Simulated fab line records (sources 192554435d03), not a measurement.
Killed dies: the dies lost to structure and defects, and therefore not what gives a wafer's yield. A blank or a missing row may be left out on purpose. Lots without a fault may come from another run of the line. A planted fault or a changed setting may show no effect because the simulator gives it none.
One fault seen from 2 desks / flow n5_finfet / only its own numbers are on each desk; what lay behind them is given at the end

## METROLOGY DESK
Means of the sampled wafers that have a number, per lot and without regard to the tool the lot ran on: this is what the gauges read. A lot is out of limits, marked OUT, if its mean lies more than 4 standard deviations from the usual mean; the brackets give that distance.
Columns: A = V7_OVL at N5_BEOL_M8_OVL_MEAS_29, usual -0.2 nm
lot=L679; first seen here=day 8 22:16; A=-0.7
lot=L680; first seen here=day 9 18:14; A=-0.1
lot=L681; first seen here=day 9 20:22; A=-0.7
lot=L686; first seen here=day 11 04:43; A=-0.1
lot=L690; first seen here=day 11 20:14; A=-0.1
lot=L694; first seen here=day 12 19:31; A=-0.2
lot=L693; first seen here=day 12 23:16; A=0.2
lot=L698; first seen here=day 14 02:04; A=-0.1
lot=L700; first seen here=day 14 05:01; A=0.3
lot=L701; first seen here=day 14 13:23; A=0.0
lot=L702; first seen here=day 15 08:26; A=-0.2
This desk found nothing out of limits on any of the 11 lots.

## THE TOOL OWNER'S DESK: ald_metal-02
The tool's own readings at N5_BEOL_M8_ALD_77 (deposits TaN, target thk 2 nm, pulse time 2 s, purge time 3 s): means of the sampled wafers that have a number, for each lot that ran on this tool. A lot is out of limits, marked OUT, if its mean lies more than 4 standard deviations from the usual mean; the brackets give that distance.
Columns: A = heater_power_w at N5_BEOL_M8_ALD_77, usual 408 W
lot=L679; first seen here=day 9 00:16; A=378
lot=L680; first seen here=day 9 19:35; A=430
lot=L681; first seen here=day 9 21:37; A=411
lot=L686; first seen here=day 11 06:10; A=430
lot=L690; first seen here=day 11 21:34; A=429
lot=L702; first seen here=day 15 09:42; A=430
This desk found nothing out of limits on any of the 6 lots.

## ALL TOGETHER
Nothing out of limits was seen by the metrology desk.
The tool owner's desk saw nothing out of limits.

## WHAT HAD BEEN PUT IN BY THE SIMULATOR
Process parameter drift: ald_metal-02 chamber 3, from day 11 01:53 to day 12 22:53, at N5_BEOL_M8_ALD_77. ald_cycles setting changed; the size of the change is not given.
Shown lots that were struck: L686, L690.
